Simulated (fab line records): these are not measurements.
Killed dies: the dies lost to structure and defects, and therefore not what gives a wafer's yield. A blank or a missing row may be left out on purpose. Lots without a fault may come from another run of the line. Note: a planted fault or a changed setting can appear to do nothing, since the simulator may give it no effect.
Matching of chambers    flow n5_finfet    N5_BEOL_M10_PECVD_70 on pecvd-02 has 3 sister chambers
The step deposits SiO2 from TEOS/O2, target thk 20 nm, time 22.7 s. 3 wafers are shown with their chamber, then 7 later ones without.

## WAFERS PAIRED WITH THEIR CHAMBERS
wafer   chamber  throttle_valve_pct (%)
L087.4  0        21.0
L090.1  1        22.7
L090.3  2        22.4

## WAFERS MISSING THEIR CHAMBER
wafer   throttle_valve_pct (%)
L090.6  21.1
L094.3  23.0
L094.5  22.4
L094.6  21.4
L093.1  22.8
L093.3  22.4
L093.5  22.3

## WHICH CHAMBER EACH ONE RAN IN
wafer   from the rows above      in truth
L090.6  0                        0
L094.3  can't be placed: 1 or 2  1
L094.5  can't be placed: 2 or 1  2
L094.6  0                        0
L093.1  can't be placed: 1 or 2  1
L093.3  can't be placed: 2 or 1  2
L093.5  can't be placed: 2 or 1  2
Correct placement for 2 of the 7. These rows do not allow placing 5 (true chamber among the candidates in 5). Placed wrongly: 0.
How it was worked out, from the rows above alone: a wafer's distance from a chamber is the root of the sum, over the readings, of the square of ((its reading less the chamber's mean) divided by the reading's scatter). The wafer belongs to the nearest chamber; if the next one is less than 2 further off, it can't be placed. Each chamber's mean is taken over the wafers shown for it. The scatter: root of mean squared gap, hidden wafer to nearest shown wafer, with one shown wafer a chamber.
